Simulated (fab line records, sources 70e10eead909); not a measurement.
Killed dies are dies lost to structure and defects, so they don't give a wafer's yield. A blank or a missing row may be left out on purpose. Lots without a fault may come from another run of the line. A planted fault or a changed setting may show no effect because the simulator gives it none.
Chamber matching | flow nand_harc | NHARC_A_WL_FILL_ALD_02 on ald_metal-04: 4 sister chambers
The step deposits TiN, target thk 2 nm, pulse time 3 s, ald cycles 100. 4 wafers are shown with their chamber, then 8 later ones without.

WAFERS WITH THEIR CHAMBER
wafer  | chamber | heater_power_w (W)
L080.2 | 1       | 1218
L088.5 | 0       | 1114
L088.6 | 3       | 1023
L092.4 | 2       | 994

WAFERS WITHOUT THEIR CHAMBER
wafer  | heater_power_w (W)
L092.5 | 1006
L092.6 | 1227
L095.4 | 1096
L095.5 | 1003
L095.6 | 1022
L096.2 | 1001
L096.3 | 1184
L096.6 | 1187

WHICH CHAMBER EACH WENT THROUGH
wafer  | from the rows above     | in truth
L092.5 | can't be placed: 2 or 3 | 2
L092.6 | 1                       | 1
L095.4 | 0                       | 0
L095.5 | can't be placed: 2 or 3 | 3
L095.6 | can't be placed: 3 or 2 | 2
L096.2 | can't be placed: 2 or 3 | 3
L096.3 | can't be placed: 1 or 0 | 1
L096.6 | 1                       | 1
Placed correctly: 3 of 8. Can't be placed from these rows: 5 (the true chamber is among the candidates in 5). Placed wrongly: 0.
How it was worked out, from the rows above alone: a wafer's distance from a chamber is the root of the sum, over the readings, of the square of ((its reading less the chamber's mean) divided by the reading's scatter). The wafer belongs to the nearest chamber; if the next one is less than 2 further off, it can't be placed. A chamber's mean is the mean of its shown wafers. The scatter: with one shown wafer a chamber, the root of the mean of the squares of how far each hidden wafer lies from its nearest shown one.
